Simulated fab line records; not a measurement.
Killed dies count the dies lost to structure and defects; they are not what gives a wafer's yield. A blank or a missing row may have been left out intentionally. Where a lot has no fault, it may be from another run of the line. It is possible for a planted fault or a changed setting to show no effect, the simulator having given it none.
Struck lot and sound lot, side by side | flow n5-finfet | 18 out of 1938 route steps
Sound: the wafers L559.1, L559.4, L559.5. Wafers L575.4, L575.5, L575.6 were the ones struck. The cause is named last.
Per side, at each step with rows, come the tool, then ch with its chambers, and then its first start. Under that, the readings that differ: sound wafers | struck wafers | difference of the means | sigmas: that difference in standard deviations of wafers without a fault.
alike: readings whose means differ by less than 2 such deviations, and words and numbers that are the same on both sides. not compared: withheld readings, readings that some wafer has no value for, bounds like >300 that may hide the same value, and numbers for which the record gives no deviation and whose values overlap.
The two part at a step that has a row with sigmas, a row that says differs or no value, or rows on one side only. When numbers do not overlap yet have no deviation, they are printed without sigmas and do not part them. Lack of a reading on every wafer of one side parts them only where that side has two or more wafers.

N5_FIN_SAQP_HM_DEP_03: deposits SiNx from SiH4/NH3/N2, target thk 38 nm, time 33.6 s.
  sound on pecvd-03 ch 0,1,2, day 3 08:37; struck on pecvd-04 ch 0,1,2, day 7 08:46
  alike: heater-power-w, showerhead-plenum-p-Torr, throttle-valve-pct
N5_FIN_SAQP_THK_MEAS_05:
  sound: film-metro-02 at day 3 08:42; struck: film-metro-01 at day 7 08:49
  alike: thk-nm
N5_FIN_SAQP_PECVD_47: deposits a-Si from SiH4/He, target thk 45 nm, time 36.3 s.
  sound on pecvd-01 ch 0,1,2, day 3 08:44; struck on pecvd-03 ch 0,1,2, day 7 08:52
  alike: heater-power-w, showerhead-plenum-p-Torr, throttle-valve-pct
N5_FIN_SAQP_PECVD_48: deposits SiNx from SiH4/NH3/N2, target thk 25 nm, time 22.1 s.
  sound on pecvd-01 ch 0,1,2, day 3 08:47; struck on pecvd-03 ch 0,1,2, day 7 08:55
  alike: heater-power-w, showerhead-plenum-p-Torr, throttle-valve-pct
N5_FIN_SAQP_PECVD_06: deposits a-Si from SiH4/He, target thk 60 nm, time 48.1 s.
  sound on pecvd-01 ch 0,1,2, day 3 08:49; struck on pecvd-03 ch 0,1,2, day 7 08:58
  alike: heater-power-w, showerhead-plenum-p-Torr, throttle-valve-pct
N5_FIN_SAQP_THK_MEAS_07:
  sound: film-metro-01 at day 3 08:55; struck: film-metro-02 at day 7 09:02
  alike: thk-nm
N5_FIN_SAQP_HM_DEP_72: deposits SiO2 from SiH4/N2O, target thk 12 nm, time 7.2 s.
  sound on pecvd-03 ch 0,2, day 3 08:57; struck on pecvd-01 ch 0,1,2, day 7 09:05
  alike: heater-power-w, showerhead-plenum-p-Torr
then, 5 steps without rows for these wafers: N5_FIN_SAQP_COAT_49 (time 60 s, resist thk 100 nm); N5_FIN_SAQP_COAT_50 (time 60 s, resist thk 35 nm); N5_FIN_SAQP_COAT_10 (resist thk 90 nm); N5_FIN_SAQP_EBR_12; N5_FIN_SAQP_SOFTBAKE_11 (time 60 s).
N5_FIN_SAQP_EXPOSE_13: exposes mask FIN CORE, target cd 35.6 nm.
  sound on arfi-scanner-01 ch 0, day 3 09:16; struck on arfi-scanner-01 ch 0, day 7 09:16
  reading                          | sound                   | struck            | difference | sigmas
  exposure-dose-mJ-cm2             | 63.22 63.24 63.24       | 63.64 63.62 63.60 | +0.39      | +2
  model.FIN_SAQP.overlay-x-nm (nm) | 0.02136 0.02136 0.02136 | 18.11 18.11 18.11 | +18.09     |
  alike: mask
then, 2 steps without rows for these wafers: N5_FIN_SAQP_PEB_14 (peb time 60 s); N5_FIN_SAQP_DEVELOP_15 (develop time 30 s).
N5_FIN_SAQP_CD_MEAS_16: target cd 35.6 nm.
  sound on cd-sem-03 ch 0, day 3 09:23; struck on cd-sem-01 ch 0, day 7 09:23
  alike: cd-nm
N5_FIN_SAQP_OVL_MEAS_17:
  sound on overlay-02 ch 0, day 3 09:26; struck on overlay-02 ch 0, day 7 09:25
  reading           | sound        | struck         | difference | sigmas
  FIN_CORE_OVL (nm) | 0.2 0.0 -0.7 | 18.5 17.5 17.5 | +18.0      | +20
N5_FIN_SAQP_INSPECT_18: inspects for defects (brightfield).
  sound: defect-inspect-02 at day 3 09:28; struck: defect-inspect-02 at day 7 09:27
  reading          | sound       | struck      | difference | sigmas
  raw-defect-count | 795 790 828 | 341 529 462 | -360       | -3

## WHERE THEY PART
Last at N5_FIN_SAQP_INSPECT_18 as far as this record goes, first at N5_FIN_SAQP_EXPOSE_13.

WHY: what the simulator had put in
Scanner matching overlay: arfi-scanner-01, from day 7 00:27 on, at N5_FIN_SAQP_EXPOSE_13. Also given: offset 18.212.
